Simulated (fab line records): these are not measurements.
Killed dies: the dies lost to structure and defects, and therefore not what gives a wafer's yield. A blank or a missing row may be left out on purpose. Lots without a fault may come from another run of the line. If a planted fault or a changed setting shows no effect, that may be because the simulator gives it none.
fab line records	flow n5_finfet
record: lots: 11	wafers: 33	last_day: 20
route steps=1938 shown BEOL_M13@1715 BEOL_M14@1729 PASSIVATION@1936
lots with no fault: from the same line, run without faults
start_h: hours from the record's first day to the start of the lot's first wafer shown	wait_h: hours elapsed since this lot's preceding step	" unchanged from the row above	L1.1+2: one row covering several wafers at once	- no value, or no start was given	* or withheld: withheld	< > ~ a bound
route shown NAME@n: NAME is a module with steps in the file, n the number in the route of the first one	usual: the fault-free wafers' mean and standard deviation	same: alike in all rows	chamber/n: place in a boat	sites: the reading at each site	_std_site: standard deviation of those values	_edge_site: the outer-site mean with the inner-site mean subtracted	radius_mm: how far each site lies from the wafer's centre	mask NAME#n: copy n	behind: the most recent tool/chamber to have shaped the wafer	hold: why the lot was held/for how many hours/how that ended	device: names the non-switching transistor (n, p or np)	end of line: the tests these same wafers got at the end of their route	a step given without rows: its recipe and nothing more	killed: count of dies lost to structure and defects at first sort (not the wafer's yield)	map: dies across one wafer; x = killed, . = not, _ = none there
set.NAME: setting as actually run; set.NAME@STEP: the setting as run at that earlier step	model.NAME: the simulator's own value behind a step, which no gauge read
one table for each step of the route and one row for each wafer, over a sample of lots
services: a tool's chamber out of use, with start hour (start_h, from the record's first day; less than 0 if before it), hours out, and reason
== steps ==
step: N5_BEOL_M13_INSPECT_55
recipe: inspect_instrument: darkfield	mode: post_dep
usual: raw_defect_count: 70/25
lot.wafer	tool	chamber	start_h	wait_h	raw_defect_count
L587.2	defect_inspect-01	-	265.91	0.0	32
L587.4	"	-	"	"	45
L587.6	"	-	"	"	80
L591.1	defect_inspect-02	-	278.14	0.0	57
L591.2	"	-	"	"	111
L591.6	"	-	"	"	100
L589.1	defect_inspect-01	-	288.06	0.0	67
L589.3	"	-	"	"	58
L589.5	"	-	"	"	63
L593.3	defect_inspect-02	-	301.95	0.0	42
L593.4	"	-	"	"	65
L593.5	"	-	"	"	46
L604.2	defect_inspect-01	-	362.78	0.0	84
L604.5	"	-	"	"	108
L604.6	"	-	"	"	81
L603.3	defect_inspect-02	-	368.27	0.0	38
L603.5	"	-	"	"	69
L603.6	"	-	"	"	61
L605.1	defect_inspect-02	-	371.60	0.0	61
L605.4	"	-	"	"	52
L605.5	"	-	"	"	48
L607.2	defect_inspect-01	-	381.58	0.0	46
L607.3	"	-	"	"	41
L607.5	"	-	"	"	40
L606.1	defect_inspect-01	-	382.70	0.0	77
L606.5	"	-	"	"	57
L606.6	"	-	"	"	60
L608.1	defect_inspect-02	-	403.99	0.0	70
L608.3	"	-	"	"	76
L608.5	"	-	"	"	98
L609.1	defect_inspect-01	-	444.69	0.0	55
L609.2	"	-	"	"	34
L609.3	"	-	"	"	56
step: N5_BEOL_M14_DESCUM_15
recipe: chemistry: O2	time_s: 7.9	source_power_w: 50	bias_power_w: 20	pressure_mtorr: 20	rf_frequency_hz: 2.712e+07	temp_c: 40	o2_flow_sccm: 225
usual: drypump_motor_current_A: 5.6/0.45	oes_product_au: 0.80/0.085	rf_vpp_V: 243.3/1.5	showerhead_plenum_p_Torr: 2.10/0.079	throttle_valve_pct: 20.29/0.19
lot.wafer	tool	chamber	start_h	wait_h	drypump_motor_current_A	oes_product_au	rf_hours_counter_h	rf_vpp_V	showerhead_plenum_p_Torr	throttle_valve_pct
L587.2	rie_diel-02	3	266.70	0.1	5.7	0.93	11	243.4	2.14	19.88
L587.4	"	3	"	"	5.7	0.94	-	243.2	2.14	19.89
L587.6	"	0	"	"	5.3	0.71	-	243.6	2.06	20.28
L591.1	rie_diel-02	3	278.76	0.0	5.6	0.93	16	245.6	2.14	19.90
L591.2	"	2	"	"	5.9	1.00	1	246.5	2.23	20.36
L591.6	"	2	"	"	5.9	1.00	-	245.3	2.23	20.35
L589.1	rie_diel-01	1	288.68	0.0	5.3	0.92	19	242.3	2.06	20.34
L589.3	"	3	"	"	4.9	0.83	89	244.5	2.21	20.26
L589.5	"	1	"	"	5.3	0.92	-	242.9	2.06	20.34
L593.3	rie_diel-04	0	302.71	0.0	5.7	0.84	70	243.9	2.20	20.20
L593.4	"	2	"	"	5.7	0.77	118	242.1	2.02	20.22
L593.5	"	3	"	"	5.8	0.69	-	242.1	2.05	20.20
L604.2	rie_diel-01	2	363.53	0.0	6.4	0.80	108	245.4	2.21	20.43
L604.5	"	1	"	"	5.3	0.85	-	241.0	2.05	20.38
L604.6	"	2	"	"	6.4	0.80	-	245.6	2.21	20.41
L603.3	rie_diel-04	1	368.94	0.1	6.4	0.93	15	245.0	2.11	20.14
L603.5	"	3	"	"	5.8	0.69	-	243.1	2.05	20.24
L603.6	"	2	"	"	5.8	0.76	-	242.1	2.01	20.27
L605.1	rie_diel-02	0	372.22	0.0	5.3	0.95	6	242.2	2.05	19.93
L605.4	"	3	"	"	5.6	0.86	50	243.4	2.13	19.96
L605.5	"	0	"	"	5.3	0.96	-	241.4	2.05	19.91
L607.2	rie_diel-01	3	382.32	0.0	4.9	0.78	122	246.4	2.19	20.29
L607.3	"	1	"	"	5.3	0.85	50	240.0	2.05	20.40
L607.5	"	2	"	"	6.4	0.80	-	246.3	2.20	20.43
L606.1	rie_diel-04	1	383.45	0.0	6.4	0.92	20	244.3	2.11	20.13
L606.5	"	1	"	"	6.4	0.92	-	242.4	2.11	20.13
L606.6	"	0	"	"	5.7	0.81	-	244.9	2.19	20.22
L608.1	rie_diel-02	1	404.75	0.1	5.6	0.70	219	241.6	1.98	20.39
L608.3	"	2	"	"	5.9	0.88	51	246.5	2.21	20.42
L608.5	"	0	"	"	5.3	0.93	-	242.2	2.05	19.95
L609.1	rie_diel-01	2	445.32	0.0	6.4	0.77	141	242.7	2.19	20.46
L609.2	"	3	"	"	4.9	0.76	149	243.8	2.18	20.35
L609.3	"	1	"	"	5.3	0.81	77	241.1	2.04	20.44
step: N5_BEOL_M14_ETCH_59
recipe: chemistry: N2/H2	target: BARC	target_depth_a: 890	overetch_a: 267	time_s: 67.9	ion_energy_ev: 200	pressure_mtorr: 30	source_w: 840	bias_w: 150	n2_flow_sccm: 200	h2_flow_sccm: 200
usual: drypump_motor_current_A: 5.6/0.45	oes_product_au: 0.68/0.067	rf_vpp_V: 524.4/2.8	showerhead_plenum_p_Torr: 2.56/0.1	throttle_valve_pct: 17.81/0.16
lot.wafer	tool	chamber	start_h	wait_h	drypump_motor_current_A	oes_product_au	rf_hours_counter_h	rf_vpp_V	showerhead_plenum_p_Torr	throttle_valve_pct
L587.2	rie_diel-02	3	266.73	0.0	5.7	0.78	11	524.3	2.62	17.53
L587.4	"	3	"	"	5.6	0.79	-	525.7	2.62	17.51
L587.6	"	0	"	"	5.3	0.60	-	523.7	2.50	17.78
L591.1	rie_diel-02	3	278.79	0.0	5.7	0.77	16	525.4	2.62	17.53
L591.2	"	2	"	"	5.9	0.84	1	529.7	2.72	17.88
L591.6	"	2	"	"	5.9	0.84	-	530.1	2.72	17.89
L589.1	rie_diel-01	1	288.72	0.0	5.3	0.77	19	522.1	2.49	17.72
L589.3	"	3	"	"	4.9	0.70	89	527.7	2.69	17.72
L589.5	"	1	"	"	5.3	0.77	-	522.7	2.49	17.70
L593.3	rie_diel-04	0	302.74	0.0	5.7	0.73	70	527.0	2.70	17.81
L593.4	"	2	"	"	5.7	0.68	118	520.9	2.45	17.61
L593.5	"	3	"	"	5.8	0.62	-	521.3	2.53	18.02
L604.2	rie_diel-01	2	363.56	0.0	6.4	0.68	108	526.9	2.68	17.95
L604.5	"	1	"	"	5.3	0.73	-	522.4	2.48	17.75
L604.6	"	2	"	"	6.4	0.68	-	525.7	2.68	17.96
L603.3	rie_diel-04	1	368.98	0.0	6.4	0.79	15	525.8	2.59	17.62
L603.5	"	3	"	"	5.8	0.59	-	524.1	2.52	18.06
L603.6	"	2	"	"	5.8	0.65	-	521.3	2.44	17.66
L605.1	rie_diel-02	0	372.26	0.0	5.3	0.81	6	523.1	2.49	17.40
L605.4	"	3	"	"	5.7	0.73	50	524.2	2.60	17.59
L605.5	"	0	"	"	5.3	0.81	-	523.5	2.49	17.41
L607.2	rie_diel-01	3	382.36	0.0	4.9	0.66	122	528.1	2.67	17.80
L607.3	"	1	"	"	5.3	0.72	50	521.6	2.48	17.78
L607.5	"	2	"	"	6.4	0.67	-	528.5	2.68	17.97
L606.1	rie_diel-04	1	383.48	0.0	6.4	0.77	20	523.9	2.59	17.63
L606.5	"	1	"	"	6.4	0.78	-	525.3	2.59	17.64
L606.6	"	0	"	"	5.7	0.70	-	528.9	2.68	17.86
L608.1	rie_diel-02	1	404.79	0.0	5.7	0.61	219	520.4	2.41	17.92
L608.3	"	2	"	"	5.9	0.74	51	528.4	2.70	17.98
L608.5	"	0	"	"	5.3	0.80	-	524.4	2.49	17.41
L609.1	rie_diel-01	2	445.35	0.0	6.4	0.66	141	528.5	2.67	18.01
L609.2	"	3	"	"	4.9	0.64	149	527.9	2.66	17.84
L609.3	"	1	"	"	5.3	0.69	77	521.7	2.47	17.81
step: N5_BEOL_M14_COAT_65
recipe: resist: SOC	temp_c: 250	time_s: 60	spin_rpm: 1500	resist_thk_nm: 450
usual: spin_speed_rpm: 1500.1/0.84
lot.wafer	tool	chamber	start_h	wait_h	spin_speed_rpm
L587.2	litho_track-03	0	267.17	0.0	1500.1
L587.4	"	0	"	"	1498.7
L587.6	"	0	"	"	1499.7
L591.1	litho_track-03	0	279.23	0.0	1645.9
L591.2	"	0	"	"	1647.5
L591.6	"	0	"	"	1646.5
L589.1	litho_track-02	0	289.16	0.0	1499.5
L589.3	"	0	"	"	1500.3
L589.5	"	0	"	"	1500.4
L593.3	litho_track-03	0	303.18	0.0	1644.5
L593.4	"	0	"	"	1644.3
L593.5	"	0	"	"	1646.4
L604.2	litho_track-04	0	364.00	0.0	1499.9
L604.5	"	0	"	"	1499.6
L604.6	"	0	"	"	1500.9
L603.3	litho_track-03	0	369.42	0.0	1500.9
L603.5	"	0	"	"	1499.6
L603.6	"	0	"	"	1501.1
L605.1	litho_track-04	0	372.69	0.0	1500.7
L605.4	"	0	"	"	1500.0
L605.5	"	0	"	"	1500.3
L607.2	litho_track-03	0	382.85	0.0	1501.2
L607.3	"	0	"	"	1501.2
L607.5	"	0	"	"	1500.8
L606.1	litho_track-03	0	383.92	0.0	1500.6
L606.5	"	0	"	"	1499.8
L606.6	"	0	"	"	1500.7
L608.1	litho_track-04	0	405.23	0.0	1499.2
L608.3	"	0	"	"	1498.7
L608.5	"	0	"	"	1500.3
L609.1	litho_track-03	0	445.79	0.0	1499.5
L609.2	"	0	"	"	1498.9
L609.3	"	0	"	"	1499.4
step: N5_PASSIVATION_PROBE_49
usual: defect_limited_yield: 91.1/1.4	killed_at_M0_to_M3: 32/9.3	killed_at_M4_up: 13/5.8	killed_at_contacts: 12/6.3	killed_at_front_end: 44/12	killed_at_other: 3.6/2.7	killed_dies: 104/17	killed_open: 69/13	killed_short: 34/6.9	sort_bin_5_function: 5.2/0.98	sort_bin_6_memory: 3.3/0.59	sort_n_pass: 1075/17	sort_yield_pct: 91.1/1.4
same: gross_dies: 1180	killed_at_back_side: 0	sort_bin_4_leakage[%]: 0	sort_bin_8_speed[%]: 0
lot.wafer	tool	chamber	start_h	wait_h	defect_limited_yield[%]	killed_at_M0_to_M3	killed_at_M4_up	killed_at_contacts	killed_at_front_end	killed_at_other	killed_dies	killed_open	killed_short	sort_bin_5_function[%]	sort_bin_6_memory[%]	sort_n_pass	sort_yield_pct[%]
L587.2	prober-01	-	292.65	0.1	90.6	20	17	11	62	1	111	74	32	5.3	3.4	1069	90.6
L587.4	prober-01	-	292.75	0.2	91.0	33	11	6	54	2	106	67	38	5.8	3.1	1074	91.0
L587.6	prober-01	-	292.85	0.3	92.9	31	18	13	21	1	84	57	26	4.1	2.8	1096	92.9
killed by level:class
L587.2 FIN_SAQP:geometric_particle:open=20 BEOL_M4:geometric_particle:open=11 FIN_SAQP:geometric_particle:short=9 MOL_CONTACT_COAG:geometric_particle:open=8 STI_FIN_REVEAL:geometric_particle:open=5 DUMMY_GATE:geometric_particle:open=4 BEOL_M0_SAQP:geometric_particle:open=4 HKMG_FIN:area_etch=4
L587.4 FIN_SAQP:geometric_particle:short=14 STI_FIN_REVEAL:geometric_particle:open=11 FIN_SAQP:geometric_particle:open=9 BEOL_M3:geometric_particle:open=9 BEOL_M0_SAQP:geometric_particle:open=7 MOL_CONTACT_COAG:geometric_particle:open=5 STARTING-WAFER:geometric_particle:open=5 GATE_CUT:geometric_particle:short=4
L587.6 MOL_CONTACT_COAG:geometric_particle:open=10 BEOL_M3:geometric_particle:open=8 BEOL_M4:geometric_particle:open=7 BEOL_M0_SAQP:geometric_particle:open=5 STI_FIN_REVEAL:geometric_particle:open=4 GATE_CUT:geometric_particle:short=4 BEOL_M0:geometric_particle:short=4 BEOL_M7:geometric_particle:open=4
== services ==
tool	chamber	start_h	hours	kind
rie_diel-02	2	244.49	-	clean
rie_diel-02	2	244.49	-	consumable_replace:focus_ring
rie_diel-02	2	244.49	-	consumable_replace:showerhead
rie_diel-02	2	244.49	30.8	scheduled_down
rie_diel-02	2	244.49	30.8	vent_cycle
litho_track-03	-	257.94	-	consumable_replace:filter
rie_diel-02	1	300.39	15.4	repair
rie_diel-02	3	305.25	2.1	repair
rie_diel-04	1	308.27	2.9	repair
rie_diel-04	0	311.57	9.9	repair
rie_diel-02	0	338.41	-	clean
rie_diel-02	0	338.41	-	consumable_replace:focus_ring
rie_diel-02	0	338.41	14.4	scheduled_down
rie_diel-02	0	338.41	14.4	vent_cycle
rie_diel-04	3	346.23	10.6	repair
rie_diel-04	-	352.25	0.6	repair
rie_diel-01	0	371.46	2.1	repair
rie_diel-01	0	383.71	77.6	repair
rie_diel-02	0	389.92	9.1	repair
litho_track-03	-	416.22	-	consumable_replace:filter
rie_diel-04	3	441.94	-	clean
rie_diel-04	3	441.94	-	consumable_replace:focus_ring
rie_diel-04	3	441.94	20.8	scheduled_down
rie_diel-02	1	444.32	12.7	repair
== key ==
first_sign: step: N5_BEOL_M14_COAT_65	reading: spin_speed_rpm	direction: up	sigmas: 99+	usual: *	struck: *
effect none on later readings
met_at N5_BEOL_M14_COAT_65
struck_lots L591,L593
not_acting_at N5_BEOL_M13_INSPECT_55,N5_BEOL_M14_DESCUM_15,N5_BEOL_M14_ETCH_59
onset_between 267.17 279.23
fault: kind: process_parameter_drift	tool: litho_track-03	chamber: -	onset_h: 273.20	steps: N5_BEOL_M14_COAT_65	channel: spin_rpm	offset: *	shape: step	end_h: 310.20	acts_in: *	stated: *
